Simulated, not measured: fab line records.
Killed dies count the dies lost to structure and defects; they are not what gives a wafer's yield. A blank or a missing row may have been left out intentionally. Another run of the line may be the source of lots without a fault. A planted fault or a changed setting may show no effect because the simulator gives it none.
fab line records :: flow n5Finfet
record
  lots=4
  wafers=12
  lastDay=19
route steps=1938 shown DUMMY_GATE@251 SPACER0@258 SD_EPI_N@262 BEOL_M4@1111 PASSIVATION@1936
lots that met no fault: from a run of the same line without faults
startH: start of the lot's first displayed wafer, in hours after the record's first day :: waitH: how many hours have passed since the lot's step before this one :: " same as the row above :: L1.1+2: several wafers, shown together as one row :: - value missing, or start not given :: * or withheld: withheld :: < > ~ a bound
route shown NAME@n: names a module that has steps shown in the file, with the first one's number in the route :: usual: mean/standard deviation of fault-free wafers :: same: alike in all rows :: chamber/n: place in a boat :: sites: readings site by site :: _std_site: the standard deviation of these :: _edge_site: inner sites' mean taken away from outer sites' mean :: radiusMm: for every site, how far away it sits from the centre of the wafer :: mask NAME#n: copy n :: behind: tool/chamber where the wafer was last shaped :: hold: the reason the lot was held/the length of the hold in hours/how it ended :: device: whichever transistor did not switch (one of n, p or np) :: end of line: the route-end tests of the same wafers :: a step with no rows: only its recipe :: killed: dies lost to structure and defects at the first sort, not the wafer's yield :: map: per-die view of a wafer (x killed, . not killed, _ where there is no die)
set.NAME: setting as actually run; set.NAME@STEP: the setting as run at that earlier step :: model.NAME: the simulator's own value behind a step, which no gauge read
lots at some steps of the route; a table a step, a row a wafer
services: a tool's chamber out of use, with start hour (startH, from the record's first day; less than 0 if before it), hours out, and reason
## steps
# step N5_DUMMY_GATE_STRIP_48
# recipe
  chemistry=N2/H2
  timeS=20
  powerW=100
  tempC=40
  pressureMtorr=100
  rfFrequencyHz=6e+07
  biasPowerW=3
  n2FlowSccm=300
  h2FlowSccm=300
# step N5_DUMMY_GATE_PRECLEAN_33
# recipe
  chemistry=dHF
  timeS=10
  dilution=750:1
  tempC=25
# step N5_DUMMY_GATE_PRECLEAN_25
# recipe
  chemistry=O3/DIW
  timeS=45
  tempC=22
  o3Ppm=10
# step N5_DUMMY_GATE_PRECLEAN_51
# recipe
  chemistry=SC2
  timeS=45
  tempC=35
  mix=1:1:50
# step N5_DUMMY_GATE_SRD_26
# recipe
  dry=ipaMarangoni
  timeS=30
  tempC=23
  rinseLiquid=diw
# step N5_DUMMY_GATE_UV_OZONE_45
# recipe
  timeS=120
  pressureTorr=760
  tempC=25
# step N5_SPACER0_ALD_07
# recipe
  material=SiNx
  targetThkA=20
  tempC=400
  aldPrecursorFamily=SiH2I2
  aldCoReactant=N2/H2-plasma
  pressureTorr=2
# step N5_SPACER0_ALD_00
# recipe
  material=SiOCN
  targetThkA=35
  tempC=400
  aldPrecursorFamily=alkyl-aminosilane
  aldCoReactant=O2/N2-plasma
  pulseTimeS=3
  purgeTimeS=2
  coReactantPurgeTimeS=2
  aldCycles=58
  pressureTorr=2
# step N5_SPACER0_ALD_08
# recipe
  material=SiNx
  targetThkA=20
  tempC=400
  aldPrecursorFamily=SiH2I2
  aldCoReactant=N2/H2-plasma
  pressureTorr=2
# step N5_SD_EPI_N_COAT_32
# recipe
  resist=SOC
  tempC=250
  timeS=60
  spinRpm=1500
  resistThkNm=350
# step N5_SD_EPI_N_COAT_33
# recipe
  resist=SiARC
  tempC=220
  timeS=60
  spinRpm=1500
  resistThkNm=35
# usual
  plateTempC=219.99/0.17
  resistLineTempC=23.01/0.11
  spinSpeedRpm=1500.0/0.92
lot.wafer: L544.1
tool: lithoTrack-05
chamber: 0
startH: 116.62
waitH: -
plateTempC: 220.21
resistLineTempC: 22.93
spinSpeedRpm: 1436.0
model.SiARC_of_SD_EPI_N_COAT_33.thkNm: 35.6

lot.wafer: L544.2
tool: lithoTrack-05
chamber: 0
startH: 116.62
waitH: -
plateTempC: 220.05
resistLineTempC: 23.02
spinSpeedRpm: 1434.8
model.SiARC_of_SD_EPI_N_COAT_33.thkNm: 35.6

lot.wafer: L544.3
tool: lithoTrack-05
chamber: 0
startH: 116.62
waitH: -
plateTempC: 219.72
resistLineTempC: 22.98
spinSpeedRpm: 1436.2
model.SiARC_of_SD_EPI_N_COAT_33.thkNm: 35.6

lot.wafer: L545.1
tool: lithoTrack-05
chamber: 0
startH: 127.14
waitH: -
plateTempC: 219.98
resistLineTempC: 22.93
spinSpeedRpm: 1435.9
model.SiARC_of_SD_EPI_N_COAT_33.thkNm: 35.6

lot.wafer: L545.3
tool: lithoTrack-05
chamber: 0
startH: 127.14
waitH: -
plateTempC: 220.18
resistLineTempC: 22.88
spinSpeedRpm: 1435.1
model.SiARC_of_SD_EPI_N_COAT_33.thkNm: 35.6

lot.wafer: L545.4
tool: lithoTrack-05
chamber: 0
startH: 127.14
waitH: -
plateTempC: 220.17
resistLineTempC: 23.04
spinSpeedRpm: 1434.6
model.SiARC_of_SD_EPI_N_COAT_33.thkNm: 35.6

lot.wafer: L546.1
tool: lithoTrack-04
chamber: 0
startH: 127.67
waitH: -
plateTempC: 219.76
resistLineTempC: 22.99
spinSpeedRpm: 1499.5
model.SiARC_of_SD_EPI_N_COAT_33.thkNm: 35

lot.wafer: L546.2
tool: lithoTrack-04
chamber: 0
startH: 127.67
waitH: -
plateTempC: 219.90
resistLineTempC: 23.10
spinSpeedRpm: 1498.1
model.SiARC_of_SD_EPI_N_COAT_33.thkNm: 35

lot.wafer: L546.3
tool: lithoTrack-04
chamber: 0
startH: 127.67
waitH: -
plateTempC: 219.89
resistLineTempC: 23.00
spinSpeedRpm: 1500.0
model.SiARC_of_SD_EPI_N_COAT_33.thkNm: 35

lot.wafer: L556.1
tool: lithoTrack-05
chamber: 0
startH: 186.97
waitH: -
plateTempC: 220.05
resistLineTempC: 23.04
spinSpeedRpm: 1498.8
model.SiARC_of_SD_EPI_N_COAT_33.thkNm: 35.2

lot.wafer: L556.2
tool: lithoTrack-05
chamber: 0
startH: 186.97
waitH: -
plateTempC: 220.23
resistLineTempC: 23.14
spinSpeedRpm: 1499.5
model.SiARC_of_SD_EPI_N_COAT_33.thkNm: 35

lot.wafer: L556.6
tool: lithoTrack-05
chamber: 0
startH: 186.97
waitH: -
plateTempC: 220.23
resistLineTempC: 23.13
spinSpeedRpm: 1499.9
model.SiARC_of_SD_EPI_N_COAT_33.thkNm: 35
# step N5_SD_EPI_N_COAT_03
# recipe
  resist=CAR-ArF-block
  spinRpm=1500
  resistThkNm=150
# step N5_SD_EPI_N_EBR_05
# recipe
  solvent=PGMEA
  ebrWidthMm=1.5
# step N5_SD_EPI_N_SOFTBAKE_04
# recipe
  tempC=110
  timeS=60
  resist=CAR-ArF-block
# step N5_SD_EPI_N_EXPOSE_06
# recipe
  maskId=SD_N_BLK
  na=1.35
  sourceShape=conventional
  sigmaOuter=0.8
  polarization=unpolarized
  targetCdNm=120
  doseMj=39.75
# step N5_SD_EPI_N_PEB_07
# recipe
  pebTempC=110
  pebTimeS=60
  resist=CAR-ArF-block
# step N5_SD_EPI_N_DEVELOP_08
# recipe
  developTimeS=30
  developer=TMAH
  resist=CAR-ArF-block
  devTempC=23
  rinseLiquid=diw
  dry=airSpin
# step N5_SD_EPI_N_DESCUM_14
# recipe
  chemistry=O2
  timeS=7.9
  sourcePowerW=50
  biasPowerW=20
  pressureMtorr=20
  rfFrequencyHz=2.712e+07
  tempC=40
  resist=CAR-ArF-block
  o2FlowSccm=225
# step N5_SD_EPI_N_ETCH_34
# recipe
  chemistry=CF4
  target=SiARC
  targetDepthA=455
  maskMaterial=CAR-ArF-block
  timeS=75.8
  ionEnergyEv=80
  pressureMtorr=40
  sourceW=545
  biasW=36
  Ar_flow_sccm=100
  cf4FlowSccm=100
  ends=cleared
# usual
  biasW=36.00/0.12
  drypumpMotorCurrentA=5.8/0.42
  etchRfOnTimeS=77.1/2.5
  oesProductAu=0.64/0.049
  rfVppV=184.3/1.2
  showerheadPlenumPTorr=2.15/0.079
  throttleValvePct=15.66/0.23
lot.wafer: L544.1
tool: rieDiel-02
chamber: 2
startH: 117.25
waitH: 0.0
biasW: 35.85
drypumpMotorCurrentA: 6.4
etchRfOnTimeS: 74.9
oesProductAu: 0.74
rfHoursCounterH: 47
rfVppV: 186.1
showerheadPlenumPTorr: 2.27
throttleValvePct: 15.48
model.etch.depthNm: 35.64
model.CAR-ArF-block_of_SD_EPI_N_COAT_03.thkNm: 111

lot.wafer: L544.2
tool: rieDiel-02
chamber: 1
startH: 117.25
waitH: 0.0
biasW: 35.91
drypumpMotorCurrentA: 5.8
etchRfOnTimeS: 79.8
oesProductAu: 0.62
rfHoursCounterH: 181
rfVppV: 186.0
showerheadPlenumPTorr: 2.21
throttleValvePct: 15.76
model.etch.depthNm: 35.62
model.CAR-ArF-block_of_SD_EPI_N_COAT_03.thkNm: 111

lot.wafer: L544.3
tool: rieDiel-02
chamber: 0
startH: 117.25
waitH: 0.0
biasW: 35.92
drypumpMotorCurrentA: 5.8
etchRfOnTimeS: 80.5
oesProductAu: 0.60
rfHoursCounterH: 222
rfVppV: 182.7
showerheadPlenumPTorr: 2.03
throttleValvePct: 15.59
model.etch.depthNm: 35.6
model.CAR-ArF-block_of_SD_EPI_N_COAT_03.thkNm: 110.6

lot.wafer: L545.1
tool: rieDiel-04
chamber: 2
startH: 127.50
waitH: 0.0
biasW: 36.02
drypumpMotorCurrentA: 6.0
etchRfOnTimeS: 78.2
oesProductAu: 0.64
rfHoursCounterH: 172
rfVppV: 182.6
showerheadPlenumPTorr: 2.05
throttleValvePct: 15.45
model.etch.depthNm: 35.59
model.CAR-ArF-block_of_SD_EPI_N_COAT_03.thkNm: 110.2

lot.wafer: L545.3
tool: rieDiel-04
chamber: 0
startH: 127.50
waitH: 0.0
biasW: 35.98
drypumpMotorCurrentA: 5.6
etchRfOnTimeS: 79.4
oesProductAu: 0.69
rfHoursCounterH: 66
rfVppV: 182.9
showerheadPlenumPTorr: 2.09
throttleValvePct: 15.27
model.etch.depthNm: 35.57
model.CAR-ArF-block_of_SD_EPI_N_COAT_03.thkNm: 110.8

lot.wafer: L545.4
tool: rieDiel-04
chamber: 1
startH: 127.50
waitH: 0.0
biasW: 35.98
drypumpMotorCurrentA: 5.3
etchRfOnTimeS: 82.2
oesProductAu: 0.59
rfHoursCounterH: 197
rfVppV: 184.7
showerheadPlenumPTorr: 2.23
throttleValvePct: 16.04
model.etch.depthNm: 35.53
model.CAR-ArF-block_of_SD_EPI_N_COAT_03.thkNm: 110.8

lot.wafer: L546.1
tool: rieDiel-02
chamber: 2
startH: 128.16
waitH: 0.0
biasW: 36.03
drypumpMotorCurrentA: 6.4
etchRfOnTimeS: 72.8
oesProductAu: 0.74
rfHoursCounterH: 51
rfVppV: 187.4
showerheadPlenumPTorr: 2.27
throttleValvePct: 15.49
model.etch.depthNm: 34.92
model.CAR-ArF-block_of_SD_EPI_N_COAT_03.thkNm: 111.2

lot.wafer: L546.2
tool: rieDiel-02
chamber: 0
startH: 128.16
waitH: 0.0
biasW: 35.89
drypumpMotorCurrentA: 5.8
etchRfOnTimeS: 77.9
oesProductAu: 0.60
rfHoursCounterH: 226
rfVppV: 183.3
showerheadPlenumPTorr: 2.03
throttleValvePct: 15.59
model.etch.depthNm: 34.94
model.CAR-ArF-block_of_SD_EPI_N_COAT_03.thkNm: 111.2

lot.wafer: L546.3
tool: rieDiel-02
chamber: 3
startH: 128.16
waitH: 0.0
biasW: 36.16
drypumpMotorCurrentA: 4.9
etchRfOnTimeS: 72.9
oesProductAu: 0.62
rfHoursCounterH: 199
rfVppV: 183.1
showerheadPlenumPTorr: 2.12
throttleValvePct: 15.69
model.etch.depthNm: 34.94
model.CAR-ArF-block_of_SD_EPI_N_COAT_03.thkNm: 110.4

lot.wafer: L556.1
tool: rieDiel-02
chamber: 0
startH: 187.33
waitH: 0.0
biasW: 36.00
drypumpMotorCurrentA: 5.8
etchRfOnTimeS: 79.2
oesProductAu: 0.59
rfHoursCounterH: 245
rfVppV: 182.3
showerheadPlenumPTorr: 2.03
throttleValvePct: 15.63
model.etch.depthNm: 35.12
model.CAR-ArF-block_of_SD_EPI_N_COAT_03.thkNm: 111

lot.wafer: L556.2
tool: rieDiel-02
chamber: 3
startH: 187.33
waitH: 0.0
biasW: 36.00
drypumpMotorCurrentA: 4.9
etchRfOnTimeS: 73.3
oesProductAu: 0.61
rfHoursCounterH: 217
rfVppV: 183.4
showerheadPlenumPTorr: 2.12
throttleValvePct: 15.72
model.etch.depthNm: 35.09
model.CAR-ArF-block_of_SD_EPI_N_COAT_03.thkNm: 110.8

lot.wafer: L556.6
tool: rieDiel-02
chamber: 1
startH: 187.33
waitH: 0.0
biasW: 36.11
drypumpMotorCurrentA: 5.8
etchRfOnTimeS: 79.6
oesProductAu: 0.59
rfHoursCounterH: -
rfVppV: 187.6
showerheadPlenumPTorr: 2.20
throttleValvePct: 15.80
model.etch.depthNm: 35.05
model.CAR-ArF-block_of_SD_EPI_N_COAT_03.thkNm: 111.4
# step N5_SD_EPI_N_ETCH_35
# recipe
  chemistry=N2/H2
  target=SOC
  overetchA=1080
  maskMaterial=SiARC
  tempC=40
  ionEnergyEv=100
  sourceW=3000
  biasW=133
  pressureMtorr=20
  timeS=486
  n2FlowSccm=200
  h2FlowSccm=200
# usual
  biasW=133.0/0.41
  drypumpMotorCurrentA=5.8/0.42
  oesProductAu=0.67/0.043
  rfVppV=240.8/1.3
  showerheadPlenumPTorr=2.55/0.11
  throttleValvePct=23.86/0.26
lot.wafer: L544.1
tool: rieDiel-02
chamber: 2
startH: 117.31
waitH: 0.0
biasW: 133.1
drypumpMotorCurrentA: 6.4
oesProductAu: 0.76
rfHoursCounterH: 47
rfVppV: 242.1
showerheadPlenumPTorr: 2.70
throttleValvePct: 23.74
model.SiARC_of_SD_EPI_N_COAT_33.thkNm: 19.8

lot.wafer: L544.2
tool: rieDiel-02
chamber: 1
startH: 117.31
waitH: 0.0
biasW: 133.7
drypumpMotorCurrentA: 5.8
oesProductAu: 0.66
rfHoursCounterH: 181
rfVppV: 243.3
showerheadPlenumPTorr: 2.64
throttleValvePct: 24.03
model.SiARC_of_SD_EPI_N_COAT_33.thkNm: 21

lot.wafer: L544.3
tool: rieDiel-02
chamber: 0
startH: 117.31
waitH: 0.0
biasW: 132.6
drypumpMotorCurrentA: 5.8
oesProductAu: 0.65
rfHoursCounterH: 222
rfVppV: 240.4
showerheadPlenumPTorr: 2.39
throttleValvePct: 23.71
model.SiARC_of_SD_EPI_N_COAT_33.thkNm: 20.8

lot.wafer: L545.1
tool: rieDiel-04
chamber: 2
startH: 127.55
waitH: 0.0
biasW: 132.4
drypumpMotorCurrentA: 6.0
oesProductAu: 0.67
rfHoursCounterH: 172
rfVppV: 240.2
showerheadPlenumPTorr: 2.44
throttleValvePct: 23.95
model.SiARC_of_SD_EPI_N_COAT_33.thkNm: 20.2

lot.wafer: L545.3
tool: rieDiel-04
chamber: 0
startH: 127.55
waitH: 0.0
biasW: 133.3
drypumpMotorCurrentA: 5.6
oesProductAu: 0.73
rfHoursCounterH: 66
rfVppV: 240.2
showerheadPlenumPTorr: 2.45
throttleValvePct: 23.17
model.SiARC_of_SD_EPI_N_COAT_33.thkNm: 20.8

lot.wafer: L545.4
tool: rieDiel-04
chamber: 1
startH: 127.55
waitH: 0.0
biasW: 132.7
drypumpMotorCurrentA: 5.3
oesProductAu: 0.65
rfHoursCounterH: 197
rfVppV: 241.1
showerheadPlenumPTorr: 2.63
throttleValvePct: 24.08
model.SiARC_of_SD_EPI_N_COAT_33.thkNm: 21

lot.wafer: L546.1
tool: rieDiel-02
chamber: 2
startH: 128.21
waitH: 0.0
biasW: 133.4
drypumpMotorCurrentA: 6.4
oesProductAu: 0.76
rfHoursCounterH: 51
rfVppV: 241.6
showerheadPlenumPTorr: 2.70
throttleValvePct: 23.76
model.SiARC_of_SD_EPI_N_COAT_33.thkNm: 19.2

lot.wafer: L546.2
tool: rieDiel-02
chamber: 0
startH: 128.21
waitH: 0.0
biasW: 133.0
drypumpMotorCurrentA: 5.8
oesProductAu: 0.64
rfHoursCounterH: 226
rfVppV: 239.8
showerheadPlenumPTorr: 2.39
throttleValvePct: 23.72
model.SiARC_of_SD_EPI_N_COAT_33.thkNm: 20.4

lot.wafer: L546.3
tool: rieDiel-02
chamber: 3
startH: 128.21
waitH: 0.0
biasW: 133.3
drypumpMotorCurrentA: 4.9
oesProductAu: 0.64
rfHoursCounterH: 199
rfVppV: 240.5
showerheadPlenumPTorr: 2.53
throttleValvePct: 23.87
model.SiARC_of_SD_EPI_N_COAT_33.thkNm: 19.2

lot.wafer: L556.1
tool: rieDiel-02
chamber: 0
startH: 187.39
waitH: 0.0
biasW: 133.4
drypumpMotorCurrentA: 5.8
oesProductAu: 0.63
rfHoursCounterH: 245
rfVppV: 239.4
showerheadPlenumPTorr: 2.38
throttleValvePct: 23.73
model.SiARC_of_SD_EPI_N_COAT_33.thkNm: 20.6

lot.wafer: L556.2
tool: rieDiel-02
chamber: 3
startH: 187.39
waitH: 0.0
biasW: 133.6
drypumpMotorCurrentA: 4.9
oesProductAu: 0.63
rfHoursCounterH: 217
rfVppV: 239.2
showerheadPlenumPTorr: 2.52
throttleValvePct: 23.87
model.SiARC_of_SD_EPI_N_COAT_33.thkNm: 19.4

lot.wafer: L556.6
tool: rieDiel-02
chamber: 1
startH: 187.39
waitH: 0.0
biasW: 132.5
drypumpMotorCurrentA: 5.8
oesProductAu: 0.64
rfHoursCounterH: -
rfVppV: 241.9
showerheadPlenumPTorr: 2.63
throttleValvePct: 24.05
model.SiARC_of_SD_EPI_N_COAT_33.thkNm: 20.8
# step N5_SD_EPI_N_STRIP_36
# recipe
  chemistry=N2/H2
  tempC=40
  n2FlowSccm=200
  h2FlowSccm=200
  rfFrequencyHz=6e+07
# step N5_BEOL_M4_RC_MEAS_101
# usual
  DIBL_N=36.6/1.9
  DIBL_P=36.7/2.2
  IOFF_N=0.16/0.035
  IOFF_P=0.22/0.038
  ION_N=672/14
  ION_P=462/8.3
  SS_N=71.6/0.65
  SS_P=73.5/0.72
  VT_N=250/3.5
  VT_P=-250/3.1
lot.wafer: L544.1
tool: prober-01
chamber: 0
startH: 254.48
waitH: 0.0
DIBL_N[mV/V]: 36.8
DIBL_P[mV/V]: 38.6
IOFF_N[nA/um]: 0.19
IOFF_P[nA/um]: 0.23
ION_N[uA/um]: 663
ION_P[uA/um]: 457
SS_N[mV/dec]: 72.4
SS_P[mV/dec]: 73.6
VT_N[mV]: 249
VT_P[mV]: -250

lot.wafer: L544.2
tool: prober-01
chamber: 0
startH: 254.48
waitH: 0.0
DIBL_N[mV/V]: 35.0
DIBL_P[mV/V]: 37.0
IOFF_N[nA/um]: 0.15
IOFF_P[nA/um]: 0.21
ION_N[uA/um]: 673
ION_P[uA/um]: 464
SS_N[mV/dec]: 71.7
SS_P[mV/dec]: 73.5
VT_N[mV]: 252
VT_P[mV]: -251

lot.wafer: L544.3
tool: prober-01
chamber: 0
startH: 254.48
waitH: 0.0
DIBL_N[mV/V]: 35.1
DIBL_P[mV/V]: 37.3
IOFF_N[nA/um]: 0.15
IOFF_P[nA/um]: 0.22
ION_N[uA/um]: 659
ION_P[uA/um]: 455
SS_N[mV/dec]: 71.3
SS_P[mV/dec]: 73.4
VT_N[mV]: 253
VT_P[mV]: -251

lot.wafer: L545.1
tool: prober-01
chamber: 0
startH: 257.52
waitH: 0.0
DIBL_N[mV/V]: 36.8
DIBL_P[mV/V]: 34.5
IOFF_N[nA/um]: 0.15
IOFF_P[nA/um]: 0.22
ION_N[uA/um]: 672
ION_P[uA/um]: 464
SS_N[mV/dec]: 71.9
SS_P[mV/dec]: 73.1
VT_N[mV]: 252
VT_P[mV]: -247

lot.wafer: L545.3
tool: prober-01
chamber: 0
startH: 257.52
waitH: 0.0
DIBL_N[mV/V]: 35.7
DIBL_P[mV/V]: 33.8
IOFF_N[nA/um]: 0.13
IOFF_P[nA/um]: 0.21
ION_N[uA/um]: 663
ION_P[uA/um]: 464
SS_N[mV/dec]: 71.1
SS_P[mV/dec]: 72.9
VT_N[mV]: 253
VT_P[mV]: -248

lot.wafer: L545.4
tool: prober-01
chamber: 0
startH: 257.52
waitH: 0.0
DIBL_N[mV/V]: 37.9
DIBL_P[mV/V]: 35.3
IOFF_N[nA/um]: 0.16
IOFF_P[nA/um]: 0.23
ION_N[uA/um]: 656
ION_P[uA/um]: 454
SS_N[mV/dec]: 71.9
SS_P[mV/dec]: 73.7
VT_N[mV]: 251
VT_P[mV]: -247

lot.wafer: L546.1
tool: prober-01
chamber: 0
startH: 271.92
waitH: 0.0
DIBL_N[mV/V]: 36.7
DIBL_P[mV/V]: 36.6
IOFF_N[nA/um]: 0.16
IOFF_P[nA/um]: 0.21
ION_N[uA/um]: 663
ION_P[uA/um]: 456
SS_N[mV/dec]: 72.2
SS_P[mV/dec]: 73.3
VT_N[mV]: 249
VT_P[mV]: -252

lot.wafer: L546.2
tool: prober-01
chamber: 0
startH: 271.92
waitH: 0.0
DIBL_N[mV/V]: 35.8
DIBL_P[mV/V]: 35.7
IOFF_N[nA/um]: 0.15
IOFF_P[nA/um]: 0.20
ION_N[uA/um]: 681
ION_P[uA/um]: 470
SS_N[mV/dec]: 71.4
SS_P[mV/dec]: 73.1
VT_N[mV]: 248
VT_P[mV]: -252

lot.wafer: L546.3
tool: prober-01
chamber: 0
startH: 271.92
waitH: 0.0
DIBL_N[mV/V]: 34.7
DIBL_P[mV/V]: 34.2
IOFF_N[nA/um]: 0.13
IOFF_P[nA/um]: 0.18
ION_N[uA/um]: 677
ION_P[uA/um]: 462
SS_N[mV/dec]: 71.1
SS_P[mV/dec]: 73.0
VT_N[mV]: 253
VT_P[mV]: -253

lot.wafer: L556.1
tool: prober-01
chamber: 0
startH: 327.85
waitH: 0.0
DIBL_N[mV/V]: 39.5
DIBL_P[mV/V]: 41.3
IOFF_N[nA/um]: 0.23
IOFF_P[nA/um]: 0.30
ION_N[uA/um]: 693
ION_P[uA/um]: 471
SS_N[mV/dec]: 72.2
SS_P[mV/dec]: 74.0
VT_N[mV]: 245
VT_P[mV]: -245

lot.wafer: L556.2
tool: prober-01
chamber: 0
startH: 327.85
waitH: 0.0
DIBL_N[mV/V]: 34.9
DIBL_P[mV/V]: 35.8
IOFF_N[nA/um]: 0.13
IOFF_P[nA/um]: 0.19
ION_N[uA/um]: 670
ION_P[uA/um]: 464
SS_N[mV/dec]: 71.5
SS_P[mV/dec]: 73.0
VT_N[mV]: 251
VT_P[mV]: -253

lot.wafer: L556.6
tool: prober-01
chamber: 0
startH: 327.85
waitH: 0.0
DIBL_N[mV/V]: 38.2
DIBL_P[mV/V]: 40.7
IOFF_N[nA/um]: 0.21
IOFF_P[nA/um]: 0.30
ION_N[uA/um]: 698
ION_P[uA/um]: 471
SS_N[mV/dec]: 71.8
SS_P[mV/dec]: 73.9
VT_N[mV]: 246
VT_P[mV]: -245
# step N5_PASSIVATION_PROBE_49
# usual
  defectLimitedYield=91.6/1.4
  killed_at_M0_to_M3=35/10
  killed_at_M4_up=13/4.8
  killedAtContacts=12/7.2
  killedAtFrontEnd=36/12
  killedAtOther=4/3.1
  killedDies=100/17
  killedOpen=66/13
  killedShort=32/7.3
  sort_bin_5_function=5.0/0.94
  sort_bin_6_memory=3.1/0.67
  sort_bin_8_speed=0.01/0.047
  sortNPass=1080/17
# same
  grossDies=1180
  killedAtBackSide=0
  sort_bin_4_leakage[%]=0
lot.wafer: L545.1
tool: prober-02
chamber: -
startH: 377.05
waitH: 0.3
defectLimitedYield[%]: 91.7
killed_at_M0_to_M3: 40
killed_at_M4_up: 5
killedAtContacts: 14
killedAtFrontEnd: 35
killedAtOther: 4
killedDies: 98
killedOpen: 59
killedShort: 39
sort_bin_5_function[%]: 5.0
sort_bin_6_memory[%]: 3.1
sort_bin_8_speed[%]: 0
sortNPass: 1082

lot.wafer: L545.3
tool: prober-02
chamber: -
startH: 377.15
waitH: 0.4
defectLimitedYield[%]: 91.1
killed_at_M0_to_M3: 35
killed_at_M4_up: 17
killedAtContacts: 5
killedAtFrontEnd: 39
killedAtOther: 9
killedDies: 105
killedOpen: 65
killedShort: 40
sort_bin_5_function[%]: 4.7
sort_bin_6_memory[%]: 3.8
sort_bin_8_speed[%]: 0
sortNPass: 1075

lot.wafer: L545.4
tool: prober-02
chamber: -
startH: 377.20
waitH: 0.5
defectLimitedYield[%]: 88.6
killed_at_M0_to_M3: 54
killed_at_M4_up: 11
killedAtContacts: 8
killedAtFrontEnd: 55
killedAtOther: 6
killedDies: 134
killedOpen: 92
killedShort: 41
sort_bin_5_function[%]: 6.9
sort_bin_6_memory[%]: 4.3
sort_bin_8_speed[%]: 0
sortNPass: 1046
# killed by level:class
L545.1 MOL_CONTACT_COAG:geometricParticle:open=12 FIN_SAQP:geometricParticle:short=11 BEOL_M3:geometricParticle:open=9 BEOL_M0_SAQP:geometricParticle:open=8 BEOL_M0_SAQP:geometricParticle:short=7 FIN_SAQP:geometricParticle:open=6 BEOL_M3:geometricParticle:short=5 FIN_CUT:geometricParticle:short=3
L545.3 FIN_SAQP:geometricParticle:open=13 BEOL_M4:geometricParticle:open=13 FIN_SAQP:geometricParticle:short=8 BEOL_M2:geometricParticle:open=7 BEOL_M0_SAQP:geometricParticle:short=7 BEOL_M1:geometricParticle:short=6 BEOL_M1:geometricParticle:open=6 MOL_CONTACT_COAG:geometricParticle:open=5
L545.4 BEOL_M0_SAQP:geometricParticle:open=19 FIN_SAQP:geometricParticle:open=16 STI_FIN_REVEAL:geometricParticle:open=15 BEOL_M0_SAQP:geometricParticle:short=11 BEOL_M3:geometricParticle:open=9 FIN_SAQP:geometricParticle:short=7 MOL_CONTACT_COAG:geometricParticle:open=6 BEOL_M2:geometricParticle:open=6
## services
tool: rieDiel-04
chamber: 0
startH: 146.11
hours: 2.5
kind: repair
## key
firstSign
  step=N5_SD_EPI_N_COAT_33
  reading=spinSpeedRpm
  direction=down
  sigmas=70
  usual=*
  struck=*
effect none on later readings
modelEffect
  step=N5_SD_EPI_N_COAT_33
  value=SiARC_of_SD_EPI_N_COAT_33.thkNm
  without=34.8
  struck=35.6
modelEffect
  step=N5_SD_EPI_N_ETCH_34
  value=etch.depthNm
  without=34.82
  struck=35.59
modelEffect
  step=N5_SD_EPI_N_ETCH_35
  value=SiARC_of_SD_EPI_N_COAT_33.thkNm
  without=19.83
  struck=20.6
metAt N5_SD_EPI_N_COAT_33
struckWafers L544.1,L544.2,L544.3,L545.1,L545.3,L545.4
fault
  kind=processParameterDrift
  tool=lithoTrack-05
  chamber=-
  onsetH=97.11
  steps=N5_SD_EPI_N_COAT_33
  channel=spinRpm
  offset=*
  shape=step
  endH=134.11
  actsIn=*
  stated=*
